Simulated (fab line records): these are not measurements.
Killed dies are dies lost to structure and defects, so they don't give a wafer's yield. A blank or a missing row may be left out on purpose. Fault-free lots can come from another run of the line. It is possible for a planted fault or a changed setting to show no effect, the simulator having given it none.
A lot that was struck, set against a sound lot | flow n5Finfet | 37 out of 1938 route steps
Sound: these wafers, L514.3, L514.5, L514.6. Struck: wafers L519.2, L519.5, L519.6. The cause is given at the end.
Each step with rows lists, per side, the tool, then ch with its chambers, then its first start. Under that, the readings that differ: sound wafers | struck wafers | difference of the means | sigmas: that difference in standard deviations of wafers without a fault.
alike: a reading whose means differ by less than 2 such deviations, as well as words and numbers matching on both sides. not compared: withheld readings; readings where some wafer has no value; bounds like >300 that might hide an equal value; numbers whose values overlap and for which the record gives no deviation.
The two part at a step that has a row with sigmas, a row that says differs or no value, or rows on one side only. Non-overlapping numbers with no deviation appear without sigmas and do not part them. Lack of a reading on every wafer of one side parts them only where that side has two or more wafers.

first, 9 steps without rows for these wafers: N5_WELL_APT_HMDS_01 (time 60 s); N5_WELL_APT_COAT_02 (resist thk 950 nm); N5_WELL_APT_EBR_04; N5_WELL_APT_SOFTBAKE_03 (time 60 s); N5_WELL_APT_EXPOSE_05 (exposes mask NWELL, defocus 0 nm, target cd 200 nm); N5_WELL_APT_PEB_06 (peb time 90 s); N5_WELL_APT_DEVELOP_07 (develop time 45 s); N5_WELL_APT_HARDBAKE_12 (time 120 s); N5_WELL_APT_DESCUM_13 (chemistry O2, time 7.9 s).
N5_WELL_APT_IMPLANT_14:
  sound on implanter-01 ch 0, day 4 02:40; struck on implanter-01 ch 0, day 5 08:26
reading                  | sound                | struck               | difference | sigmas
beamEnergyKeV            | 160.02 159.91 159.97 | 113.64 113.65 113.67 | -46.31     | -99 or more
model.implant.rpNm (nm)  | 199 199 199          | 139.9 139.9 139.9    | -59.1      | 
model.implant.drpNm (nm) | 65.9 65.9 65.9       | 50.51 50.51 50.51    | -15.39     | 
then, 25 steps without rows for these wafers: N5_WELL_APT_IMPLANT_15; N5_WELL_APT_STRIP_16 (strips in SPM, time 900 s); N5_WELL_APT_HMDS_18 (time 60 s); N5_WELL_APT_COAT_19 (resist thk 950 nm); N5_WELL_APT_EBR_21; N5_WELL_APT_SOFTBAKE_20 (time 60 s); N5_WELL_APT_EXPOSE_22 (exposes mask PWELL, defocus 0 nm, target cd 200 nm); N5_WELL_APT_PEB_23 (peb time 90 s); N5_WELL_APT_DEVELOP_24 (develop time 45 s); N5_WELL_APT_HARDBAKE_29 (time 120 s); N5_WELL_APT_DESCUM_30 (chemistry O2, time 7.9 s); N5_WELL_APT_IMPLANT_31; N5_WELL_APT_IMPLANT_32; N5_WELL_APT_STRIP_33 (strips in SPM, time 900 s); N5_WELL_APT_RTA_34 (time 10 s); N5_WELL_APT_OXIDE_STRIP_42 (strips SiO2 in dHF, time 45 s, target depth 12 nm); N5_WELL_APT_PRECLEAN_36 (cleans in O3/DIW, time 45 s); N5_WELL_APT_PRECLEAN_39 (cleans in dHF, time 60 s); N5_WELL_APT_SRD_37 (time 30 s); N5_WELL_APT_EPI_41 (deposits Si from SiH4/H2, target thk 50 nm, time 297.7 s); N5_PMOS_HMC_CHANNEL_EPI_HM_DEP_34 (deposits SiO2 from TEOS/O2, target thk 36 nm, time 6.9 s); N5_PMOS_HMC_CHANNEL_EPI_COAT_31 (time 60 s, resist thk 66 nm); N5_PMOS_HMC_CHANNEL_EPI_COAT_03 (resist thk 205 nm); N5_PMOS_HMC_CHANNEL_EPI_EBR_05; N5_PMOS_HMC_CHANNEL_EPI_SOFTBAKE_04 (time 60 s).
-- here the record skips 8 days between the struck wafers' starts before and after, leaving off in module PMOS_HMC_CHANNEL_EPI and picking up in module BEOL_M4 (first step shown: number 1111 of the route) --
N5_BEOL_M4_RC_MEAS_101:
  sound on prober-02 ch 0, day 12 13:58; struck on prober-01 ch 0, day 13 00:06
reading           | sound          | struck         | difference | sigmas
RS_NWELL (ohm/sq) | 1022 1026 1023 | 1290 1279 1294 | +264       | +34
  alike: DIBL_N, DIBL_P, IOFF_N, IOFF_P, ION_N, ION_P, SS_N, SS_P, VT_N, VT_P
next, for these wafers, 1 step has no rows: N5_PASSIVATION_PROBE_49.

== WHERE THEY PART ==
Last at N5_BEOL_M4_RC_MEAS_101 as far as this record goes, first at N5_WELL_APT_IMPLANT_14.

WHY: whatever the simulator had introduced
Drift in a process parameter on implanter-01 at N5_WELL_APT_IMPLANT_14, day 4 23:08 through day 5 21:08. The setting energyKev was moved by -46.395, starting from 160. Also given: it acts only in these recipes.
